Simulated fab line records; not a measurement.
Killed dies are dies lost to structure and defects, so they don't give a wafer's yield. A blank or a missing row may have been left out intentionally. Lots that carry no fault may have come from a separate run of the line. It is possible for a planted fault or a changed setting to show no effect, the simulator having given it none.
fab line records -- flow n5Finfet
[record] lots = 7, wafers = 20, lastDay = 17
route steps=1938 shown BEOL_M11@1560 PASSIVATION@1936
lots that met no fault: from a run of the same line without faults
startH: hours from the record's first day to the start of the lot's first wafer shown -- waitH: how many hours have passed since the lot's step before this one -- " identical to the entry in the row above -- L1.1+2: one row covering several wafers at once -- - either no value or no given start -- * or withheld: withheld -- < > ~ a bound
route shown NAME@n: NAME is a module with steps in the file, n the number in the route of the first one -- usual: mean/standard deviation of fault-free wafers -- same: alike in all rows -- chamber/n: place in a boat -- sites: readings site by site -- _std_site: standard deviation across them -- _edge_site: inner sites' mean taken away from outer sites' mean -- radiusMm: for every site, how far away it sits from the centre of the wafer -- mask NAME#n: copy n -- behind: the tool/chamber that last shaped the wafer -- hold: the reason the lot was held/the length of the hold in hours/how it ended -- device: transistor that didn't switch, given as n, p or np -- end of line: the same wafers' tests at the end of the route -- a step without rows: its recipe alone -- killed: the dies lost at the first sort to structure and to defects; this is not the yield of the wafer -- map: dies across one wafer; x = killed, . = not, _ = none there
set.NAME: setting as actually run; set.NAME@STEP: the setting as run at that earlier step -- model.NAME: the simulator's own value behind a step, which no gauge read
lots at selected steps of the route; one table per step, one row per wafer
services: from which hour (startH, from the record's first day; less than 0 if before it) a tool's chamber was out of use, for how many hours, and why
[[steps]]
[step N5_BEOL_M11_COAT_63]
[recipe] resist = SOC, tempC = 250, timeS = 60, spinRpm = 1500, resistThkNm = 100
[step N5_BEOL_M11_COAT_64]
[recipe] resist = SiARC, tempC = 220, timeS = 60, spinRpm = 1500, resistThkNm = 30
[step N5_BEOL_M11_COAT_22]
[recipe] resist = CAR-ArF, spinRpm = 1500, resistThkNm = 90
[step N5_BEOL_M11_EBR_24]
[recipe] solvent = PGMEA, ebrWidthMm = 1.5
[step N5_BEOL_M11_SOFTBAKE_23]
[recipe] tempC = 110, timeS = 60, resist = CAR-ArF
[step N5_BEOL_M11_EXPOSE_25]
[recipe] maskId = V10, na = 1.35, sourceShape = annular, sigmaInner = 0.5, sigmaOuter = 0.8, polarization = unpolarized, doseMj = 85.5
[step N5_BEOL_M11_PEB_26]
[recipe] pebTempC = withheld, pebTimeS = 60, resist = CAR-ArF
[step N5_BEOL_M11_DEVELOP_27]
[recipe] developTimeS = 30, developer = TMAH, resist = CAR-ArF, rinseLiquid = diw, dry = airSpin, devTempC = 23
[step N5_BEOL_M11_CD_MEAS_28]
[recipe] targetCdNm = 70, landingEnergyEv = 500, detector = seInlens, polarity = opening
[usual] cdNm = 69.3/0.97
lot.wafer,tool,chamber,startH,waitH,cdNm
L771.1,cdSem-03,0,282.34,-,70.4
L771.5,cdSem-03,0,282.34,-,70.3
L771.6,cdSem-03,0,282.34,-,71.2
L772.3,cdSem-01,0,282.54,-,70.0
L772.4,cdSem-01,0,282.54,-,70.2
L772.5,cdSem-01,0,282.54,-,70.8
L775.2,cdSem-03,0,317.15,-,69.1
L775.3,cdSem-03,0,317.15,-,69.7
L775.6,cdSem-03,0,317.15,-,69.1
L777.2,cdSem-01,0,323.02,-,68.4
L777.4,cdSem-01,0,323.02,-,69.9
L777.5,cdSem-01,0,323.02,-,69.7
L776.1,cdSem-03,0,331.97,-,68.6
L776.2,cdSem-03,0,331.97,-,68.3
L776.5,cdSem-03,0,331.97,-,68.3
L780.4,cdSem-02,0,343.50,-,67.9
L780.5,cdSem-02,0,343.50,-,67.2
L780.6,cdSem-02,0,343.50,-,66.4
L782.1,cdSem-03,0,357.68,-,69.6
L782.5,cdSem-03,0,357.68,-,69.5
[step N5_BEOL_M11_OVL_MEAS_29]
[recipe] pointsPerWafer = 44
[usual] V10_OVL = -0.1/0.65
[same] pointsPerWafer = 44
lot.wafer,tool,chamber,startH,waitH,V10_OVL[nm]
L771.1,overlay-01,0,282.37,0.0,0.6
L771.5,overlay-01,0,282.37,0.0,0.8
L771.6,overlay-01,0,282.37,0.0,1.1
L772.3,overlay-02,0,282.57,0.0,-0.2
L772.4,overlay-02,0,282.57,0.0,-0.4
L772.5,overlay-02,0,282.57,0.0,-0.3
L775.2,overlay-02,0,317.18,0.0,-0.3
L775.3,overlay-02,0,317.18,0.0,-0.4
L775.6,overlay-02,0,317.18,0.0,-0.6
L777.2,overlay-02,0,323.08,0.0,-0.4
L777.4,overlay-02,0,323.08,0.0,-1.4
L777.5,overlay-02,0,323.08,0.0,-0.2
L776.1,overlay-02,0,332.00,0.0,0.4
L776.2,overlay-02,0,332.00,0.0,0.5
L776.5,overlay-02,0,332.00,0.0,-0.2
L780.4,overlay-02,0,343.52,0.0,-0.1
L780.5,overlay-02,0,343.52,0.0,-0.3
L780.6,overlay-02,0,343.52,0.0,0.0
L782.1,overlay-02,0,357.71,0.0,0.0
L782.5,overlay-02,0,357.71,0.0,-0.8
[step N5_BEOL_M11_INSPECT_30]
[recipe] mode = adi, inspectInstrument = brightfield
[usual] rawDefectCount = 473/130
lot.wafer,tool,chamber,startH,waitH,rawDefectCount
L771.1,defectInspect-01,-,282.39,0.0,336
L771.5,defectInspect-01,-,282.39,0.0,311
L771.6,defectInspect-01,-,282.39,0.0,380
L772.3,defectInspect-01,-,282.59,0.0,346
L772.4,defectInspect-01,-,282.59,0.0,291
L772.5,defectInspect-01,-,282.59,0.0,324
L775.2,defectInspect-01,-,317.20,0.0,715
L775.3,defectInspect-01,-,317.20,0.0,630
L775.6,defectInspect-01,-,317.20,0.0,506
L777.2,defectInspect-02,-,323.10,0.0,315
L777.4,defectInspect-02,-,323.10,0.0,469
L777.5,defectInspect-02,-,323.10,0.0,405
L776.1,defectInspect-02,-,332.02,0.0,460
L776.2,defectInspect-02,-,332.02,0.0,625
L776.5,defectInspect-02,-,332.02,0.0,522
L780.4,defectInspect-01,-,343.55,0.0,362
L780.5,defectInspect-01,-,343.55,0.0,389
L780.6,defectInspect-01,-,343.55,0.0,361
L782.1,defectInspect-01,-,357.74,0.0,475
L782.5,defectInspect-01,-,357.74,0.0,548
[step N5_BEOL_M11_DESCUM_33]
[recipe] chemistry = O2, timeS = 7.9, sourcePowerW = 50, biasPowerW = 20, pressureMtorr = 20, rfFrequencyHz = 2.712e+07, tempC = 40, resist = CAR-ArF, o2FlowSccm = 225
[usual] drypumpMotorCurrentA = 5.7/0.53, oesProductAu = 0.82/0.092, rfVppV = 243.1/1.4, showerheadPlenumPTorr = 2.09/0.075, throttleValvePct = 20.41/0.15
lot.wafer,tool,chamber,startH,waitH,drypumpMotorCurrentA,oesProductAu,rfHoursCounterH,rfVppV,showerheadPlenumPTorr,throttleValvePct
L771.1,rieDiel-02,0,282.48,0.1,5.2,0.88,36,243.3,2.12,20.43
L771.5,rieDiel-02,1,282.48,0.1,5.9,0.73,-,242.1,2.09,20.48
L771.6,rieDiel-02,2,282.48,0.1,6.2,0.88,-,242.7,2.04,20.31
L772.3,rieDiel-02,3,282.95,0.4,5.6,0.83,72,240.4,2.03,20.63
L772.4,rieDiel-02,0,282.95,0.4,5.2,0.87,36,244.5,2.12,20.42
L772.5,rieDiel-02,0,282.95,0.4,5.2,0.88,-,244.9,2.12,20.43
L775.2,rieDiel-02,2,318.58,1.4,6.2,0.87,44,242.3,2.03,20.34
L775.3,rieDiel-02,1,318.58,1.4,5.9,0.72,184,241.5,2.08,20.51
L775.6,rieDiel-02,0,318.58,1.4,5.1,0.87,-,244.8,2.11,20.43
L777.2,rieDiel-06,1,323.41,0.3,6.6,0.86,55,243.2,2.13,20.38
L777.4,rieDiel-06,0,323.41,0.3,5.0,0.88,45,243.1,2.13,20.21
L777.5,rieDiel-06,3,323.41,0.3,6.1,1.02,-,244.3,2.25,20.55
L776.1,rieDiel-06,1,332.05,0.0,6.6,0.86,59,244.2,2.13,20.37
L776.2,rieDiel-06,2,332.05,0.0,5.4,0.69,200,243.3,2.08,20.33
L776.5,rieDiel-06,1,332.05,0.0,6.6,0.86,-,244.4,2.13,20.40
L780.4,rieDiel-06,2,343.86,0.3,5.4,0.68,202,243.7,2.07,20.36
L780.5,rieDiel-06,3,343.86,0.3,6.1,0.98,-,246.5,2.25,20.55
L780.6,rieDiel-06,0,343.86,0.3,5.0,0.88,-,244.7,2.13,20.19
L782.1,rieDiel-06,0,358.25,0.5,5.0,0.87,57,244.3,2.13,20.22
L782.5,rieDiel-06,0,358.25,0.5,5.0,0.87,-,242.4,2.13,20.21
[step N5_BEOL_M11_ETCH_65]
[recipe] chemistry = CF4, target = SiARC, targetDepthA = 390, maskMaterial = CAR-ArF, timeS = 65, ionEnergyEv = 80, pressureMtorr = 40, sourceW = 545, biasW = 36, Ar_flow_sccm = 100, cf4FlowSccm = 100, ends = cleared
[usual] drypumpMotorCurrentA = 5.7/0.53, etchRfOnTimeS = 64.5/1.4, oesProductAu = 0.70/0.079, rfVppV = 184.0/1.1, showerheadPlenumPTorr = 2.14/0.066, throttleValvePct = 15.56/0.15
lot.wafer,tool,chamber,startH,waitH,drypumpMotorCurrentA,etchRfOnTimeS,oesProductAu,rfHoursCounterH,rfVppV,showerheadPlenumPTorr,throttleValvePct
L771.1,rieDiel-02,0,282.52,0.0,5.1,64.2,0.75,36,182.7,2.17,15.59
L771.5,rieDiel-02,1,282.52,0.0,5.9,63.1,0.64,-,184.4,2.13,15.69
L771.6,rieDiel-02,2,282.52,0.0,6.1,66.1,0.75,-,181.9,2.11,15.54
L772.3,rieDiel-02,3,282.98,0.0,5.6,63.1,0.71,72,183.6,2.09,15.79
L772.4,rieDiel-02,0,282.98,0.0,5.1,63.4,0.76,36,185.3,2.17,15.60
L772.5,rieDiel-02,0,282.98,0.0,5.2,63.5,0.76,-,183.8,2.17,15.59
L775.2,rieDiel-02,2,318.61,0.0,6.2,65.3,0.73,44,182.3,2.10,15.59
L775.3,rieDiel-02,1,318.61,0.0,5.9,62.7,0.63,184,185.9,2.13,15.71
L775.6,rieDiel-02,0,318.61,0.0,5.2,63.8,0.74,-,186.2,2.17,15.60
L777.2,rieDiel-06,1,323.44,0.0,6.6,65.3,0.73,55,184.5,2.17,15.50
L777.4,rieDiel-06,0,323.44,0.0,5.0,64.0,0.76,45,185.3,2.19,15.32
L777.5,rieDiel-06,3,323.44,0.0,6.1,63.1,0.87,-,184.7,2.27,15.56
L776.1,rieDiel-06,1,332.09,0.0,6.5,46.2,0.90,59,183.9,2.17,15.51
L776.2,rieDiel-06,2,332.09,0.0,5.4,67.0,0.58,200,184.3,2.12,15.55
L776.5,rieDiel-06,1,332.09,0.0,6.6,45.7,0.90,-,183.2,2.17,15.51
L780.4,rieDiel-06,2,343.89,0.0,5.4,66.9,0.58,202,183.1,2.12,15.55
L780.5,rieDiel-06,3,343.89,0.0,6.1,44.3,1.04,-,185.8,2.27,15.58
L780.6,rieDiel-06,0,343.89,0.0,5.0,64.0,0.74,-,184.5,2.18,15.33
L782.1,rieDiel-06,0,358.28,0.0,5.0,45.4,0.91,57,184.5,2.18,15.35
L782.5,rieDiel-06,0,358.28,0.0,5.0,45.5,0.91,-,185.1,2.18,15.35
[step N5_BEOL_M11_ETCH_66]
[recipe] chemistry = N2/H2, target = SOC, targetDepthA = 1200, overetchA = 240, maskMaterial = SiARC, tempC = 40, timeS = 180, ionEnergyEv = 200, pressureMtorr = 30, sourceW = 840, biasW = 150, n2FlowSccm = 200, h2FlowSccm = 200
[usual] drypumpMotorCurrentA = 5.7/0.53, oesProductAu = 0.66/0.069, rfVppV = 523.8/2.5, showerheadPlenumPTorr = 2.53/0.086, throttleValvePct = 17.74/0.12
lot.wafer,tool,chamber,startH,waitH,drypumpMotorCurrentA,oesProductAu,rfHoursCounterH,rfVppV,showerheadPlenumPTorr,throttleValvePct
L771.1,rieDiel-02,0,282.57,0.0,5.1,0.70,36,524.0,2.56,17.80
L771.5,rieDiel-02,1,282.57,0.0,6.0,0.59,-,523.2,2.55,17.98
L771.6,rieDiel-02,2,282.57,0.0,6.2,0.71,-,522.2,2.46,17.64
L772.3,rieDiel-02,3,283.03,0.0,5.6,0.67,72,522.4,2.47,17.95
L772.4,rieDiel-02,0,283.03,0.0,5.1,0.71,36,525.0,2.56,17.78
L772.5,rieDiel-02,0,283.03,0.0,5.2,0.70,-,525.7,2.56,17.80
L775.2,rieDiel-02,2,318.66,0.0,6.2,0.69,44,521.5,2.46,17.64
L775.3,rieDiel-02,1,318.66,0.0,6.0,0.58,184,523.4,2.54,18.00
L775.6,rieDiel-02,0,318.66,0.0,5.2,0.69,-,526.8,2.56,17.78
L777.2,rieDiel-06,1,323.49,0.0,6.6,0.69,55,524.8,2.57,17.67
L777.4,rieDiel-06,0,323.49,0.0,5.0,0.71,45,524.4,2.59,17.57
L777.5,rieDiel-06,3,323.49,0.0,6.1,0.81,-,530.4,2.70,17.66
L776.1,rieDiel-06,1,332.14,0.0,6.6,0.69,59,524.9,2.57,17.66
L776.2,rieDiel-06,2,332.14,0.0,5.4,0.56,200,521.1,2.52,17.79
L776.5,rieDiel-06,1,332.14,0.0,6.6,0.69,-,523.7,2.57,17.67
L780.4,rieDiel-06,2,343.94,0.0,5.4,0.57,202,523.7,2.52,17.79
L780.5,rieDiel-06,3,343.94,0.0,6.1,0.78,-,527.3,2.70,17.65
L780.6,rieDiel-06,0,343.94,0.0,5.0,0.70,-,523.8,2.59,17.60
L782.1,rieDiel-06,0,358.33,0.0,5.0,0.69,57,525.0,2.58,17.60
L782.5,rieDiel-06,0,358.33,0.0,5.0,0.69,-,525.9,2.58,17.60
[step N5_PASSIVATION_PROBE_49]
[usual] defectLimitedYield = 91.0/1.5, killed_at_M0_to_M3 = 35/11, killed_at_M4_up = 15/5.5, killedAtContacts = 12/5.5, killedAtFrontEnd = 40/11, killedAtOther = 4/3.1, killedDies = 106/18, killedOnRim = 14/4.3, killedOpen = 70/12, killedShort = 33/8, sort_bin_5_function = 5.2/1, sort_bin_6_memory = 3.4/0.66, sort_bin_8_speed = 0.00/0.021, sortNPass = 1074/18, sortYieldPct = 91.0/1.5
[same] grossDies = 1180, killedAtBackSide = 0, sort_bin_4_leakage[%] = 0
lot.wafer,tool,chamber,startH,waitH,defectLimitedYield[%],killed_at_M0_to_M3,killed_at_M4_up,killedAtContacts,killedAtFrontEnd,killedAtOther,killedDies,killedOnRim,killedOpen,killedShort,sort_bin_5_function[%],sort_bin_6_memory[%],sort_bin_8_speed[%],sortNPass,sortYieldPct[%]
L771.1,prober-02,-,323.12,0.0,90.6,21,21,19,46,4,111,14,80,30,4.8,4.2,0,1069,90.6
L771.5,prober-02,-,323.32,0.2,91.5,37,17,9,34,3,100,6,71,27,5.4,2.9,0,1080,91.5
L771.6,prober-02,-,323.37,0.3,92.8,25,20,5,34,1,85,11,58,26,4.2,2.7,0,1095,92.8
L772.3,prober-01,-,323.82,0.1,89.2,51,20,17,36,3,127,17,84,41,7.4,3.3,0.08,1052,89.2
L772.4,prober-01,-,323.87,0.2,90.1,33,18,12,46,8,117,19,70,43,5.4,4.0,0,1063,90.1
L772.5,prober-01,-,323.92,0.2,91.9,30,21,10,30,5,96,10,72,22,3.6,4.2,0,1084,91.9
L775.2,prober-01,-,367.74,0.1,92.7,28,11,16,26,5,86,16,54,28,4.2,3.0,0,1094,92.7
L775.3,prober-01,-,367.79,0.1,92.7,32,17,8,26,3,86,8,66,16,4.7,2.6,0,1094,92.7
L775.6,prober-01,-,367.94,0.3,91.5,25,22,12,37,4,100,9,63,34,5.1,3.2,0,1080,91.5
L777.2,prober-02,-,369.19,0.1,88.8,43,14,17,53,5,132,13,82,37,5.7,4.4,0,1048,88.8
L777.4,prober-02,-,369.29,0.2,92.3,28,14,12,34,3,91,7,59,30,4.6,2.9,0,1089,92.3
L777.5,prober-02,-,369.34,0.2,89.1,44,13,22,49,1,129,18,87,40,6.6,3.9,0,1051,89.1
L776.1,prober-02,-,374.02,0.0,92.9,14,7,17,38,8,84,7,57,22,3.6,3.1,0,1096,92.9
L776.2,prober-02,-,374.07,0.1,93.1,28,10,4,38,1,81,5,54,23,3.8,2.5,0,1099,93.1
L776.5,prober-02,-,374.22,0.2,92.2,28,8,4,50,2,92,13,56,35,4.8,2.7,0.17,1086,92.0
L780.4,prober-02,-,383.94,0.2,91.6,51,14,9,17,8,99,9,56,38,5.0,3.1,0,1081,91.6
L780.5,prober-02,-,383.99,0.2,91.6,51,10,10,26,2,99,13,66,32,4.7,3.4,0,1081,91.6
L780.6,prober-02,-,384.04,0.3,90.3,43,11,12,39,10,115,18,75,35,5.4,4.0,0,1065,90.3
L782.1,prober-01,-,409.52,0.0,89.2,40,10,9,64,4,127,12,75,48,6.2,3.8,0,1053,89.2
L782.5,prober-01,-,409.72,0.2,90.9,23,25,3,46,10,107,12,70,34,5.0,3.7,0,1073,90.9
// killed by level:class
L771.1 MOL_CONTACT_COAG:geometricParticle:open=15 BEOL_M4:geometricParticle:open=12 STI_FIN_REVEAL:geometricParticle:open=11 FIN_SAQP:geometricParticle:open=6 GATE_CUT:geometricParticle:open=6 FIN_SAQP:geometricParticle:short=5 DUMMY_GATE:geometricParticle:short=4 MOL_CONTACT_COAG:geometricParticle:short=4
L771.5 BEOL_M0_SAQP:geometricParticle:open=11 BEOL_M3:geometricParticle:open=10 STI_FIN_REVEAL:geometricParticle:open=9 MOL_CONTACT_COAG:geometricParticle:open=8 BEOL_M1:geometricParticle:open=7 FIN_SAQP:geometricParticle:open=5 STARTING-WAFER:geometricParticle:short=5 BEOL_M0_SAQP:geometricParticle:short=4
L771.6 BEOL_M4:geometricParticle:open=9 STI_FIN_REVEAL:geometricParticle:open=8 BEOL_M0_SAQP:geometricParticle:open=8 STI_FIN_REVEAL:geometricParticle:short=5 MOL_CONTACT_COAG:geometricParticle:open=5 BEOL_M5:geometricParticle:open=5 STARTING-WAFER:geometricParticle:short=5 BEOL_M1:geometricParticle:short=4
L772.3 BEOL_M2:geometricParticle:open=17 MOL_CONTACT_COAG:geometricParticle:open=15 FIN_SAQP:geometricParticle:short=12 BEOL_M0_SAQP:geometricParticle:open=9 FIN_SAQP:geometricParticle:open=8 STARTING-WAFER:geometricParticle:short=7 BEOL_M0_SAQP:geometricParticle:short=6 BEOL_M1:geometricParticle:open=5
L772.4 FIN_SAQP:geometricParticle:short=11 DUMMY_GATE:geometricParticle:open=10 MOL_CONTACT_COAG:geometricParticle:open=10 BEOL_M2:geometricParticle:open=7 BEOL_M3:geometricParticle:short=7 STARTING-WAFER:geometricParticle:open=7 FIN_SAQP:geometricParticle:open=6 BEOL_M3:geometricParticle:open=6
L772.5 BEOL_M4:geometricParticle:open=12 MOL_CONTACT_COAG:geometricParticle:open=9 FIN_SAQP:geometricParticle:open=8 BEOL_M2:geometricParticle:open=8 DUMMY_GATE:geometricParticle:open=5 FIN_SAQP:geometricParticle:short=4 STI_FIN_REVEAL:geometricParticle:open=4 BEOL_M1:geometricParticle:open=4
L775.2 MOL_CONTACT_COAG:geometricParticle:open=13 BEOL_M2:geometricParticle:open=10 GATE_CUT:geometricParticle:short=7 BEOL_M4:geometricParticle:open=7 BEOL_M3:geometricParticle:open=5 FIN_SAQP:geometricParticle:short=4 STI_FIN_REVEAL:geometricParticle:open=4 BEOL_M0_SAQP:geometricParticle:short=4
L775.3 BEOL_M4:geometricParticle:open=11 BEOL_M3:geometricParticle:open=10 MOL_CONTACT_COAG:geometricParticle:open=7 FIN_SAQP:geometricParticle:short=6 BEOL_M2:geometricParticle:open=6 BEOL_M1:geometricParticle:open=5 FIN_SAQP:geometricParticle:open=4 STI_FIN_REVEAL:geometricParticle:open=4
L775.6 MOL_CONTACT_COAG:geometricParticle:open=9 BEOL_M4:geometricParticle:open=9 BEOL_M5:geometricParticle:open=8 STARTING-WAFER:geometricParticle:short=7 FIN_SAQP:geometricParticle:short=5 BEOL_M3:geometricParticle:open=5 DUMMY_GATE:geometricParticle:open=4 BEOL_M0_SAQP:geometricParticle:short=4
L777.2 BEOL_M0_SAQP:geometricParticle:open=17 BEOL_M0_SAQP:geometricParticle:short=16 MOL_CONTACT_COAG:geometricParticle:open=13 FIN_SAQP:geometricParticle:open=10 BEOL_M4:geometricParticle:open=9 HKMG_FIN:areaEtch=9 FIN_SAQP:geometricParticle:short=7 STI_FIN_REVEAL:geometricParticle:open=5
L777.4 FIN_SAQP:geometricParticle:open=11 MOL_CONTACT_COAG:geometricParticle:open=10 BEOL_M0_SAQP:geometricParticle:short=8 BEOL_M4:geometricParticle:open=7 STI_FIN_REVEAL:geometricParticle:open=5 GATE_CUT:geometricParticle:short=5 BEOL_M2:geometricParticle:open=4 ILD0:geometricParticle:short=3
L777.5 MOL_CONTACT_COAG:geometricParticle:open=18 BEOL_M0_SAQP:geometricParticle:open=13 BEOL_M3:geometricParticle:open=10 FIN_SAQP:geometricParticle:short=9 STI_FIN_REVEAL:geometricParticle:open=8 BEOL_M0_SAQP:geometricParticle:short=8 FIN_SAQP:geometricParticle:open=7 GATE_CUT:geometricParticle:short=6
L776.1 FIN_SAQP:geometricParticle:open=15 MOL_CONTACT_COAG:geometricParticle:open=14 FIN_SAQP:geometricParticle:short=9 BEOL_M0_SAQP:geometricParticle:open=4 BEOL_M2:geometricParticle:open=4 BEOL_M4:geometricParticle:open=4 STI_FIN_REVEAL:geometricParticle:open=3 DUMMY_GATE:geometricParticle:open=3
L776.2 FIN_SAQP:geometricParticle:open=10 BEOL_M2:geometricParticle:open=10 FIN_SAQP:geometricParticle:short=8 BEOL_M0_SAQP:geometricParticle:open=7 GATE_CUT:geometricParticle:open=6 BEOL_M0_SAQP:geometricParticle:short=5 MOL_CONTACT_COAG:geometricParticle:open=4 GATE_CUT:geometricParticle:short=3
L776.5 FIN_SAQP:geometricParticle:short=12 STI_FIN_REVEAL:geometricParticle:open=12 FIN_SAQP:geometricParticle:open=11 BEOL_M0_SAQP:geometricParticle:short=7 BEOL_M0_SAQP:geometricParticle:open=5 BEOL_M3:geometricParticle:open=5 BEOL_M3:geometricParticle:short=5 STI_FIN_REVEAL:geometricParticle:short=3
L780.4 BEOL_M0_SAQP:geometricParticle:short=22 BEOL_M0_SAQP:geometricParticle:open=14 BEOL_M4:geometricParticle:open=8 MOL_CONTACT_COAG:geometricParticle:open=7 BEOL_M2:geometricParticle:open=4 MIM_BOT:geometricParticle:short=4 FIN_SAQP:geometricParticle:short=3 STI_FIN_REVEAL:geometricParticle:open=3
L780.5 BEOL_M1:geometricParticle:open=15 BEOL_M0_SAQP:geometricParticle:open=14 MOL_CONTACT_COAG:geometricParticle:open=10 BEOL_M0_SAQP:geometricParticle:short=10 BEOL_M2:geometricParticle:open=7 GATE_CUT:geometricParticle:short=6 FIN_SAQP:geometricParticle:open=5 FIN_SAQP:geometricParticle:short=4
L780.6 FIN_SAQP:geometricParticle:open=19 BEOL_M2:geometricParticle:open=11 BEOL_M0_SAQP:geometricParticle:open=10 MOL_CONTACT_COAG:geometricParticle:open=8 BEOL_M0_SAQP:geometricParticle:short=8 BEOL_M1:geometricParticle:open=7 FIN_SAQP:geometricParticle:short=6 GATE_CUT:geometricParticle:short=6
L782.1 FIN_SAQP:geometricParticle:open=23 BEOL_M0_SAQP:geometricParticle:short=18 BEOL_M0_SAQP:geometricParticle:open=13 FIN_SAQP:geometricParticle:short=11 BEOL_M4:geometricParticle:open=8 MOL_CONTACT_COAG:geometricParticle:open=7 BEOL_M2:geometricParticle:open=6 STI_FIN_REVEAL:geometricParticle:open=4
L782.5 BEOL_M4:geometricParticle:open=14 FIN_SAQP:geometricParticle:open=11 FIN_SAQP:geometricParticle:short=10 BEOL_M1:geometricParticle:open=8 BEOL_M0_SAQP:geometricParticle:open=6 STI_FIN_REVEAL:geometricParticle:open=5 DUMMY_GATE:geometricParticle:open=5 BEOL_M7:geometricParticle:open=5
[[services]]
tool,chamber,startH,hours,kind
rieDiel-02,0,273.19,4.9,repair
rieDiel-02,1,278.60,2.9,repair
rieDiel-02,0,284.97,23.0,repair
rieDiel-06,3,297.74,-,clean
rieDiel-06,3,297.74,-,consumableReplace:focusRing
rieDiel-06,3,297.74,-,consumableReplace:showerhead
rieDiel-06,3,297.74,24.9,scheduledDown
rieDiel-06,3,297.74,24.9,ventCycle
rieDiel-02,3,300.21,8.8,repair
rieDiel-06,2,310.73,7.4,repair
rieDiel-02,-,339.92,2.8,pm
rieDiel-02,1,353.53,4.2,repair
[[key]]
[firstSign] step = N5_BEOL_M11_ETCH_65, reading = etchRfOnTimeS, direction = down, sigmas = 14, usual = *, struck = *
[effect] step = N5_BEOL_M11_ETCH_65, reading = oesProductAu, direction = up, sigmas = 2.9, usual = 0.70, struck = 0.93
metAt N5_BEOL_M11_ETCH_65
struckWafers L776.1,L776.5,L780.5,L782.1,L782.5
onsetBetween 323.44 332.09
[fault] kind = processParameterDrift, tool = rieDiel-06, chamber = -, onsetH = 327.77, steps = N5_BEOL_M11_ETCH_65, channel = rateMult, offset = 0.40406, shape = step, endH = 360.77, scope = struckWafersOnly
